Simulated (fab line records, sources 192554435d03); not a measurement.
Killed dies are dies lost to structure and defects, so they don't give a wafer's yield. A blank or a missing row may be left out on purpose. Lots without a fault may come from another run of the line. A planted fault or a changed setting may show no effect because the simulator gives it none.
Split-lot experiment | flow n5_finfet | 7 lots, 21 wafers read, on a route of 1938 steps

THE SPLIT
At N5_SD_EPI_P_EPI_21 (deposits SiGe:B, time 355 s), the setting temp_c was moved away from the recipe's 550 C on 8 of the 21 wafers read, by -0.7% to +0.7%. The other wafers ran this setting at the recipe's value.

FROM THE SPLIT TO THE READING: what the file shows between them, 7 steps
- N5_SD_EPI_P_HM_STRIP_48: strips SiNx in H3PO4, material SiNx, target depth 3 nm
- N5_SD_EPI_P_SRD_49: time 30 s
- N5_SD_EPI_P_PRECLEAN_24: cleans in O3/DIW, time 45 s
- N5_SD_EPI_P_PRECLEAN_32: cleans in dHF, time 10 s
- N5_SD_EPI_P_PRECLEAN_33: cleans in SC2, time 45 s
- N5_SD_ACTIVATION_RTA_00: time 0 s
- N5_SD_ACTIVATION_LSA_01: time 0.0008 s

THE READING
RS_SD_P, in ohm/sq, at N5_SD_ACTIVATION_RS_MEAS_03 (measures by four-point-probe). Fault-free wafers of this fab line usually give 56.4 ohm/sq, standard deviation 0.86 ohm/sq.

wafer  | tool, chamber at the split | temp_c as run, C | against the recipe | RS_SD_P, ohm/sq | against lot-mates on the recipe
L075.1 | epi_rpcvd-02, 0            | 546.4            | -0.7%              | 60.9            | +4.5
L075.5 | epi_rpcvd-02, 0            | 550              | recipe             | 56.6            | -
L075.6 | epi_rpcvd-02, 0            | 550              | recipe             | 56.1            | -
L076.1 | epi_rpcvd-02, 0            | 548.2            | -0.3%              | 58.0            | +1.9
L076.2 | epi_rpcvd-02, 0            | 548.2            | -0.3%              | 58.4            | +2.3
L076.3 | epi_rpcvd-02, 0            | 550              | recipe             | 56.1            | -
L080.1 | epi_rpcvd-01, 0            | 553.7            | +0.7%              | 52.4            | -5.0
L080.3 | epi_rpcvd-01, 0            | 553.7            | +0.7%              | 52.5            | -4.9
L080.5 | epi_rpcvd-01, 0            | 550              | recipe             | 57.4            | -
L083.2 | epi_rpcvd-03, 0            | 550              | recipe             | 57.1            | -
L083.3 | epi_rpcvd-03, 0            | 550              | recipe             | 57.2            | -
L083.4 | epi_rpcvd-03, 0            | 550              | recipe             | 56.1            | -
L092.1 | epi_rpcvd-03, 0            | 550              | recipe             | 56.7            | -
L092.4 | epi_rpcvd-03, 0            | 550              | recipe             | 55.1            | -
L092.5 | epi_rpcvd-03, 0            | 550              | recipe             | 55.4            | -
L094.1 | epi_rpcvd-02, 0            | 551.2            | +0.2%              | 55.2            | -0.3
L094.2 | epi_rpcvd-02, 0            | 551.2            | +0.2%              | 55.0            | -0.5
L094.4 | epi_rpcvd-02, 0            | 550              | recipe             | 55.5            | -
L096.1 | epi_rpcvd-02, 0            | 550              | recipe             | 56.6            | -
L096.2 | epi_rpcvd-02, 0            | 550              | recipe             | 56.8            | -
L096.3 | epi_rpcvd-02, 0            | 552.4            | +0.4%              | 52.8            | -3.9

THE FIT
A straight line over all 21 wafers: RS_SD_P changes by -6.3 ohm/sq for each +1% of temp_c; r = -0.95; the points scatter about the line by 0.63 ohm/sq.
The same after taking each lot's own level away (the mean of its wafers on the recipe; 21 wafers): -7.04 ohm/sq for each +1%; r = -0.97; scatter 0.56 ohm/sq.
On that fit, the largest move of temp_c shifts the reading by 4.7 ohm/sq.
The lots' own levels span 55.50 to 57.40 ohm/sq, that is 2.2 times the standard deviation above.
So the lot-to-lot level changes the slope: the two fits differ.
Check: with one of the wafers moved furthest among these (+0.7%) left out of the fit, the line predicts -4.61 ohm/sq for it against its lot-mates. It came out at -5 ohm/sq against them.

OTHER SPLITS ON THESE WAFERS
These wafers also went through other splits before the reading. Each is held against what the fit with the lots' levels taken away leaves over:
other split on the same wafers | wafers away from the commonest value | r with RS_SD_P (lot level and that fit taken away)
N5_WELL_APT_COAT_02 spin_rpm   | 8                                    | +0.34
N5_WELL_APT_PEB_06 peb_temp_c  | 5                                    | +0.13
N5_FIN_SAQP_FIN_ETCH_36 icp_w  | 7                                    | -0.06
N5_FIN_CUT_EXPOSE_05 dose_mj   | 8                                    | -0.05
N5_SD_EPI_N_PEB_07 peb_temp_c  | 5                                    | +0.13

THE WHOLE CHAIN: every reading that the file lists as answering this split, in the file's order
step                        | what it does                                           | reading                                                                           | change (the file's fit)              | r (the file's)
N5_SD_EPI_P_EPI_21          | deposits SiGe:B, time 355 s                            | SiGe-B_of_SD_EPI_P_EPI_21.thk_nm (the simulator's own value, which no gauge read) | +7.48 nm for each +1% of the setting | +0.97
N5_SD_EPI_P_HM_STRIP_48     | strips SiNx in H3PO4, material SiNx, target depth 3 nm | SiGe-B_of_SD_EPI_P_EPI_21.thk_nm (the simulator's own value, which no gauge read) | +7.41 nm for each +1% of the setting | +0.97
N5_SD_EPI_P_PRECLEAN_24     | cleans in O3/DIW, time 45 s                            | SiGe-B_of_SD_EPI_P_EPI_21.thk_nm (the simulator's own value, which no gauge read) | +7.32 nm for each +1% of the setting | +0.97
N5_SD_ACTIVATION_RS_MEAS_03 | measures by four-point-probe                           | RS_SD_P                                                                           | -7.15 for each +1% of the setting    | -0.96

THE FILE'S OWN FIT
RS_SD_P changes by -7.15 ohm/sq for each +1% of temp_c, r = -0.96.
